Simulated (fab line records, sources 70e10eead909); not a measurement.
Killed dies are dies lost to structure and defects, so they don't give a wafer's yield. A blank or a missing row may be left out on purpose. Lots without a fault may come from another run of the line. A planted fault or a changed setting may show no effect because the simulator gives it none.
Problem report in the 8D (eight disciplines) form, filled by code | flow nand_harc | the parts of the form that need people (team, actions taken, sign-off) are left out

1. THE PROBLEM
run_length_s at NHARC_A_M1_ETCH_35 reads a mean of 54.0 s on 1 wafer of 1 lot; wafers without a fault read 65.1 s with a standard deviation of 0.44. That is -25 standard deviations from the usual mean.
The step: etches the open film in N2/H2, target depth 40 nm, overetch 12 nm, time 43.94 s.
First seen on wafer L669.3, day 20 05:14, on rie_diel-09. The record holds 39 wafers of 13 lots with a number at this step. Rule for "out", or "out of limits": more than 4 standard deviations from the usual mean. The other wafers with a number count as sound.

2. WHAT IT IS AND WHAT IT IS NOT
question                    | is                | is not
which readings at this step | run_length_s      | chamber_pressure_mTorr, drypump_motor_current_A, oes_product_au, rf_vpp_V, showerhead_plenum_p_Torr, throttle_valve_pct
which lots                  | L669              | L658, L660, L661, L663, L664, L670, L675, L676, L677, L679, L680, L681
which wafers of those lots  | L669.3            | L669.1, L669.6
read on which tools         | rie_diel-09       | rie_diel-05, rie_diel-07
when                        | from day 20 05:14 | up to then (17 sound wafers); but 21 sound wafers of L670, L675, L676, L677, L679, L680, L681 came after

3. SUSPECTS, AND WHAT RULES EACH OUT
Counting: a tool at a process step up to the reading stays a suspect if it ran every lot that is out. Sound lots after the first of them don't rule it out here, since some wafers of a struck lot are sound.
- pvd_sputter-02 at NHARC_A_BLC_PVD_32 (deposits Ti, target thk 5 nm, time 17.7 s): kept. It ran the lot that is out, L669 (day 20 00:56); its last sound lot up to then is L664 (day 18 17:19). NHARC_A_BLC_PVD_32 gives no start for some lots, so the hours and the order of its lots are those of NHARC_A_M0_ETCH_34.
- rie_diel-03 at NHARC_A_M0_ETCH_34 (etches the open film in N2/H2, target depth 40 nm, overetch 12 nm, time 43.94 s): kept. It ran the lot that is out, L669 (day 20 00:56).
- rie_diel-09 at NHARC_A_M1_ETCH_35 (etches the open film in N2/H2, target depth 40 nm, overetch 12 nm, time 43.94 s): kept. It ran the lot that is out, L669 (day 20 05:14); its last sound lot up to then is L658 (day 18 04:11). Its own readings are out on those wafers: run_length_s.
- Within rie_diel-03 at NHARC_A_M0_ETCH_34: the wafers that are out ran in chamber 3; their sound lot-mates ran in chambers 0, 2.
- Within rie_diel-09 at NHARC_A_M1_ETCH_35: the wafers that are out ran in chamber 0; their sound lot-mates ran in chambers 1, 2.
Left after counting: pvd_sputter-02 at NHARC_A_BLC_PVD_32, rie_diel-03 at NHARC_A_M0_ETCH_34, rie_diel-09 at NHARC_A_M1_ETCH_35.

4. THE CAUSE (what the simulator had put in)
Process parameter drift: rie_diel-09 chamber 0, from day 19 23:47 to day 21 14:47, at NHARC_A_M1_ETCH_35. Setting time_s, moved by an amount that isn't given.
Counting left 3 suspects, and this tool is among them.

5. THE CHAIN OF EFFECTS, in route order
Each row: a reading whose mean over the struck wafers that have a number lies more than 3 standard deviations from the usual. Only readings for which the record gives a usual standard deviation are gone through. hours: the time from each lot's start at the first step in this table that gives one to its start at this step, as a median over the lots. sigmas: the change in usual standard deviations.
hours | step               | reading      | usual  | on struck wafers | change | sigmas
0     | NHARC_A_M1_ETCH_35 | run_length_s | 65.1 s | 54.0             | -11.1  | -25
The process steps in it:
- NHARC_A_M1_ETCH_35: etches the open film in N2/H2, target depth 40 nm, overetch 12 nm, time 43.94 s.

6. WHAT WOULD HAVE CAUGHT IT SOONER
In this record the first reading out of limits was taken at day 20 05:14, 5 hours after the fault began at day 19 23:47.
